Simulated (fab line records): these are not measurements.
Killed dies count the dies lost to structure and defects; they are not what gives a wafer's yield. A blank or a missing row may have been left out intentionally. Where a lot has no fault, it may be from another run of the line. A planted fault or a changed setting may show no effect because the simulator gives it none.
fab line records    flow nand_harc
record lots=13  wafers=39  last_day=33
route steps=1302 shown A_CONTACT@1066 END@1302
lots untouched by any fault: they come from a run of this same line in which no faults occurred
start_h: hours from the record's opening day to when the first of the lot's shown wafers began    wait_h: hours elapsed since this lot's preceding step    " repeats the value in the row above    L1.1+2: several wafers, shown together as one row    - no value, or no start given    * or withheld: withheld    < > ~ a bound
route shown NAME@n: a module of which the file shows steps, and the number in the route of the first    usual: average and standard deviation across the fault-free wafers    same: alike in all rows    chamber/n: place in a boat    sites: readings site by site    _std_site: standard deviation of those values    _edge_site: mean of outer sites minus mean of inner sites    radius_mm: for every site, how far away it sits from the centre of the wafer    mask NAME#n: copy n    behind: tool/chamber where the wafer was last shaped    hold: why the lot went on hold/how many hours it stayed there/how the hold came to an end    device: names the non-switching transistor (n, p or np)    end of line: the tests these same wafers got at the end of their route    step lacking rows: just its recipe    killed: dies lost to structure and defects at the first sort, not the wafer's yield    map: dies across one wafer; x = killed, . = not, _ = none there
set.NAME: setting as actually run; set.NAME@STEP: the setting as run at that earlier step    model.NAME: the simulator's own value behind a step, which no gauge read
one table for each step of the route and one row for each wafer, over a sample of lots
services: the hour from which a tool's chamber was out of use, counted from the record's first day as start_h (under 0 if before that day), plus the number of hours and why
## steps
# step NHARC_A_CONTACT_DEP_84
# recipe target_thk_a=28000  temp_c=400  material=aC
# usual throttle_valve_pct=35.000/0.0093
lot.wafer  tool        chamber  start_h  wait_h  throttle_valve_pct
L995.2     acl_dep-03  0        503.33   -       35.015
L995.5     "           0        "        "       34.990
L995.6     "           0        "        "       34.990
L999.1     acl_dep-03  0        544.23   -       34.996
L999.2     "           0        "        "       35.016
L999.5     "           0        "        "       34.995
L998.4     acl_dep-02  0        551.08   -       35.002
L998.5     "           0        "        "       34.996
L998.6     "           0        "        "       34.994
L100.2     acl_dep-02  0        559.43   -       35.013
L100.3     "           0        "        "       34.988
L100.6     "           0        "        "       34.993
L101.1     acl_dep-01  0        582.31   -       34.988
L101.4     "           0        "        "       35.012
L101.6     "           0        "        "       34.995
L103.1     acl_dep-01  0        584.04   -       34.992
L103.2     "           0        "        "       34.980
L103.4     "           0        "        "       34.999
L104.2     acl_dep-02  0        604.12   -       35.006
L104.3     "           0        "        "       34.991
L104.5     "           0        "        "       34.991
L107.1     acl_dep-01  0        624.39   -       34.995
L107.3     "           0        "        "       35.005
L107.6     "           0        "        "       34.992
L113.1     acl_dep-02  0        689.90   -       35.004
L113.4     "           0        "        "       34.990
L113.5     "           0        "        "       34.990
L114.1     acl_dep-02  0        709.80   -       34.988
L114.5     "           0        710.96   -       35.001
L114.6     "           0        "        "       35.000
L116.3     acl_dep-03  0        716.21   -       35.003
L116.4     "           0        "        "       34.992
L116.5     "           0        "        "       34.993
L117.1     acl_dep-02  0        721.21   -       35.003
L117.3     "           0        "        "       35.001
L117.5     "           0        "        "       35.000
L118.2     acl_dep-03  0        727.65   -       34.996
L118.4     "           0        "        "       35.002
L118.6     "           0        "        "       34.988
# step NHARC_A_CONTACT_ETCH_135
# recipe source_w=withheld  pressure_mtorr=20  bias_v=1200  time_s=311  target_depth_a=19120  ar_flow_sccm=withheld  c4f8_flow_sccm=withheld  o2_flow_sccm=withheld  chemistry=C4F8/O2/Ar
lot.wafer  tool             chamber  start_h  wait_h  rf_hours_counter_h
L995.2     har_cap_etch-02  1        507.07   0.2     86
L995.5     "                0        "        "       -
L995.6     "                1        "        "       -
L999.2     har_cap_etch-01  1        548.14   0.2     7
L999.1     "                0        "        "       7
L999.5     "                1        "        "       -
L998.4     har_cap_etch-03  1        554.31   0.2     -
L998.5     "                1        "        "       -
L998.6     "                0        "        "       -
L100.2     har_cap_etch-03  0        563.17   0.2     51
L100.3     "                1        "        "       -
L100.6     "                0        "        "       -
L101.1     har_cap_etch-01  1        586.43   0.2     14
L101.4     "                0        "        "       -
L101.6     "                1        "        "       -
L103.2     har_cap_etch-03  0        588.23   0.2     57
L103.1     "                1        "        "       57
L103.4     "                1        "        "       -
L104.2     har_cap_etch-01  1        608.22   0.2     20
L104.3     "                1        "        "       -
L104.5     "                0        "        "       -
L107.1     har_cap_etch-02  1        628.32   0.2     109
L107.3     "                0        "        "       -
L107.6     "                1        "        "       -
L113.1     har_cap_etch-03  1        693.98   0.2     77
L113.4     "                1        "        "       -
L113.5     "                0        "        "       -
L114.1     har_cap_etch-02  0        713.79   0.2     123
L114.6     "                0        "        "       -
L114.5     "                1        "        "       -
L116.3     har_cap_etch-01  0        719.69   0.2     -
L116.4     "                1        "        "       -
L116.5     "                0        "        "       -
L117.1     har_cap_etch-02  1        725.13   0.2     125
L117.3     "                1        "        "       -
L117.5     "                0        "        "       -
L118.2     har_cap_etch-02  0        731.36   0.2     127
L118.4     "                1        "        "       -
L118.6     "                0        "        "       -
# step NHARC_A_CONTACT_ETCH_138
# recipe source_w=withheld  pressure_mtorr=20  bias_v=1200  time_s=311  target_depth_a=19140  ar_flow_sccm=withheld  c4f8_flow_sccm=withheld  o2_flow_sccm=withheld  chemistry=C4F8/O2/Ar
lot.wafer  tool             chamber  start_h  wait_h  rf_hours_counter_h
L995.2     har_cap_etch-02  1        507.88   0.2     87
L995.5     "                0        "        "       -
L995.6     "                1        "        "       -
L999.2     har_cap_etch-01  1        549.23   0.3     8
L999.1     "                0        "        "       8
L999.5     "                1        "        "       -
L998.4     har_cap_etch-03  1        555.12   0.2     -
L998.5     "                1        "        "       -
L998.6     "                0        "        "       -
L100.2     har_cap_etch-03  0        563.98   0.2     52
L100.3     "                1        "        "       -
L100.6     "                0        "        "       -
L101.1     har_cap_etch-01  1        587.25   0.2     15
L101.4     "                0        "        "       -
L101.6     "                1        "        "       -
L103.2     har_cap_etch-03  0        589.04   0.2     57
L103.1     "                1        "        "       57
L103.4     "                1        "        "       -
L104.2     har_cap_etch-01  1        609.04   0.2     21
L104.3     "                1        "        "       -
L104.5     "                0        "        "       -
L107.1     har_cap_etch-02  1        629.40   0.3     110
L107.3     "                0        "        "       -
L107.6     "                1        "        "       -
L113.1     har_cap_etch-03  1        694.80   0.2     77
L113.4     "                1        "        "       -
L113.5     "                0        "        "       -
L114.1     har_cap_etch-02  0        714.61   0.2     123
L114.6     "                0        "        "       -
L114.5     "                1        "        "       -
L116.3     har_cap_etch-01  0        720.50   0.2     -
L116.4     "                1        "        "       -
L116.5     "                0        "        "       -
L117.1     har_cap_etch-02  1        725.95   0.2     126
L117.3     "                1        "        "       -
L117.5     "                0        "        "       -
L118.2     har_cap_etch-02  0        732.17   0.2     127
L118.4     "                1        "        "       -
L118.6     "                0        "        "       -
# step NHARC_A_CONTACT_ALD_18
# recipe target_thk_a=30  pulse_time_s=1  ald_cycles=150  temp_c=450  material=TiN
# usual ald_cycles=150/0  heater_power_outer_w=680/82  heater_power_w=1051/130  precursor_pulse_height_rel=0.999/0.019
lot.wafer  tool          chamber  start_h  wait_h  ald_cycles  heater_power_outer_w  heater_power_w  precursor_pulse_height_rel
L995.2     ald_metal-01  0        509.89   -       150         668                   1093            0.988
L995.6     "             1        "        "       150         737                   1138            0.985
L995.5     "             2        "        "       150         688                   1066            1.003
L999.1     ald_metal-04  3        551.42   -       150         683                   1097            0.990
L999.2     "             0        "        "       150         728                   1090            1.014
L999.5     "             3        "        "       150         686                   1085            1.019
L998.4     ald_metal-01  0        557.10   -       150         653                   1106            1.027
L998.6     "             0        "        "       150         676                   1102            0.981
L998.5     "             2        "        "       150         700                   1011            0.992
L100.3     ald_metal-03  1        565.99   -       150         829                   1271            0.997
L100.2     "             3        "        "       150         685                   1014            0.992
L100.6     "             0        "        "       150         617                   978             1.000
L101.4     ald_metal-04  3        589.40   -       150         701                   1137            1.003
L101.1     "             0        "        "       150         770                   1093            1.014
L101.6     "             3        "        "       150         674                   1103            0.985
L103.1     ald_metal-03  1        591.03   -       150         804                   1254            1.000
L103.2     "             2        "        "       150         524                   879             1.020
L103.4     "             0        "        "       150         611                   960             1.016
L104.3     ald_metal-03  0        611.31   -       150         625                   947             0.996
L104.2     "             1        "        "       150         795                   1273            0.976
L104.5     "             3        "        "       150         708                   990             1.033
L107.3     ald_metal-03  2        631.49   -       150         525                   888             1.001
L107.1     "             0        "        "       150         630                   966             1.010
L107.6     "             3        "        "       150         696                   1002            1.023
L113.1     ald_metal-03  1        696.77   -       -           -                     -               -
L113.4     "             3        "        "       -           -                     -               -
L113.5     "             1        "        "       -           -                     -               -
L114.1     ald_metal-01  0        716.65   -       -           -                     -               -
L114.5     "             3        "        "       -           -                     -               -
L114.6     "             0        "        "       -           -                     -               -
L116.4     ald_metal-04  0        722.42   -       150         741                   1099            1.040
L116.3     "             1        "        "       150         530                   834             0.994
L116.5     "             1        "        "       150         540                   789             0.997
L117.1     ald_metal-01  3        727.92   -       150         661                   970             1.011
L117.3     "             0        "        "       150         688                   1158            1.007
L117.5     "             2        "        "       150         683                   993             0.987
L118.2     ald_metal-04  3        734.16   -       150         695                   1137            0.993
L118.4     "             0        "        "       150         723                   1128            1.019
L118.6     "             3        "        "       150         683                   1134            0.991
# step NHARC_END_SORT_01
# recipe temp_c=25
# usual killed_at_array=59/20  killed_at_other=0.8/1  killed_at_periphery=3.2/2.1  killed_dies=63/21  killed_open=3.0/1.9  killed_short=2.3/1.5
# same gross_dies=677
lot.wafer  tool       chamber  start_h  wait_h  killed_at_array  killed_at_other  killed_at_periphery  killed_dies  killed_open  killed_short
L113.1     prober-01  0        744.17   2.5     674              0                3                    677          1            6
L113.4     prober-01  0        746.59   3.4     672              0                5                    677          2            3
L113.5     prober-01  0        747.39   3.7     674              2                1                    677          4            2
L114.1     prober-01  0        761.88   2.5     673              2                2                    677          8            1
L114.5     prober-01  0        765.07   3.7     675              0                2                    677          4            2
L114.6     prober-01  0        765.87   4.0     675              0                2                    677          3            2
# killed by level:class
L113.1 A_CONTACT:area_ald=585 A_SLIT:chamber_film_flake=32 A_CHANNEL_HOLE_D2:chamber_film_flake=24 A_CHANNEL_HOLE_D1:chamber_film_flake=19 A_SGD_CUT:geometric_particle:short=3 A_CONTACT:chamber_film_flake=3 A_ZERO_WELL:chamber_film_flake=2 P_M0:geometric_particle:short=1
L113.4 A_CONTACT:area_ald=589 A_CHANNEL_HOLE_D1:chamber_film_flake=28 A_CHANNEL_HOLE_D2:chamber_film_flake=25 A_SLIT:chamber_film_flake=21 A_CONTACT:chamber_film_flake=3 P_BONDPAD:chamber_film_flake=2 P_CONTACT:geometric_particle:short=1 P_M1:geometric_particle:open=1
L113.5 A_CONTACT:area_ald=595 A_SLIT:chamber_film_flake=27 A_CHANNEL_HOLE_D1:chamber_film_flake=25 A_CHANNEL_HOLE_D2:chamber_film_flake=17 A_CONTACT:chamber_film_flake=4 THIN_TSV:chamber_film_flake=2 P_M0:geometric_particle:open=1 A_CHANNEL_FILL_D1:geometric_particle:short=1
L114.1 A_CONTACT:area_ald=609 A_CHANNEL_HOLE_D2:chamber_film_flake=24 A_CHANNEL_HOLE_D1:chamber_film_flake=15 A_SLIT:chamber_film_flake=6 A_CONTACT:chamber_film_flake=6 A_BLC:chamber_film_flake=4 P_M1:geometric_particle:open=2 A_CHANNEL_FILL_D2:geometric_particle:open=2
L114.5 A_CONTACT:area_ald=609 A_CHANNEL_HOLE_D2:chamber_film_flake=25 A_CHANNEL_HOLE_D1:chamber_film_flake=17 A_SLIT:chamber_film_flake=7 A_CONTACT:chamber_film_flake=5 A_BLC:chamber_film_flake=4 A_CHANNEL_FILL_D1:geometric_particle:open=3 A_CHANNEL_FILL_D1:geometric_particle:short=2
L114.6 A_CONTACT:area_ald=613 A_CHANNEL_HOLE_D2:chamber_film_flake=26 A_CHANNEL_HOLE_D1:chamber_film_flake=14 A_BLC:chamber_film_flake=9 A_CHANNEL_FILL_D1:chamber_film_flake=3 A_SLIT:chamber_film_flake=3 P_CONTACT:geometric_particle:open=1 P_CONTACT:geometric_particle:short=1
## services
tool             chamber  start_h  hours  kind
acl_dep-03       -        486.19   13.0   pm
har_cap_etch-01  -        497.06   17.0   pm
har_cap_etch-01  0        497.06   17.0   vent_cycle
har_cap_etch-01  1        497.06   17.0   vent_cycle
ald_metal-03     0        502.82   1.8    repair
har_cap_etch-01  0        514.06   -      clean
har_cap_etch-01  1        514.06   -      clean
ald_metal-01     -        526.00   10.0   pm
ald_metal-01     1        547.48   10.9   repair
acl_dep-01       -        547.79   1.4    repair
ald_metal-03     -        568.08   10.0   pm
ald_metal-01     3        583.93   7.1    repair
har_cap_etch-01  -        594.01   2.2    repair
ald_metal-01     -        594.90   0.5    repair
acl_dep-02       -        608.64   13.0   pm
ald_metal-03     2        631.75   1.8    repair
ald_metal-04     -        652.00   10.0   pm
acl_dep-03       -        670.08   13.0   pm
ald_metal-03     3        673.83   7.0    repair
ald_metal-01     -        681.50   1.2    repair
har_cap_etch-01  -        682.50   2.5    repair
ald_metal-01     -        702.28   1.1    repair
ald_metal-01     -        704.00   10.0   pm
acl_dep-01       -        730.14   13.0   pm
## key
first_sign step=NHARC_A_CONTACT_ALD_18  reading=tool_record  direction=missing
effect step=NHARC_END_SORT_01  reading=killed_at_array  direction=up  sigmas=30  usual=59  struck=674
more_kills_born_at NHARC_A_CONTACT_ALD_18@ald_metal-01=1831  NHARC_A_CONTACT_ALD_18@ald_metal-03=1769
met_at NHARC_A_CONTACT_ALD_18
struck_lots L113,L114
later_rows_left_out L113.1,L113.4,L113.5,L114.1,L114.5,L114.6
tester_left_out L113,L114
not_acting_at NHARC_A_CONTACT_DEP_84,NHARC_A_CONTACT_ETCH_135,NHARC_A_CONTACT_ETCH_138
onset_between 631.49 696.77
fault kind=skipped_step_whole  tool=ald_metal-01,ald_metal-03  chamber=-  onset_h=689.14  steps=NHARC_A_CONTACT_ALD_18  scope=struck_lots_only
# tester_left_out: of these lots the tester's yield and bins aren't shown, on N5 and GAA mostly nor the transistor test; their killed dies are dies lost to structure and defects alone, not to doping, threshold or leakage, so they don't give the yield
# later_rows_left_out: the simulator's readings of these wafers behind a module that went badly wrong aren't trusted and aren't shown, but for the sort
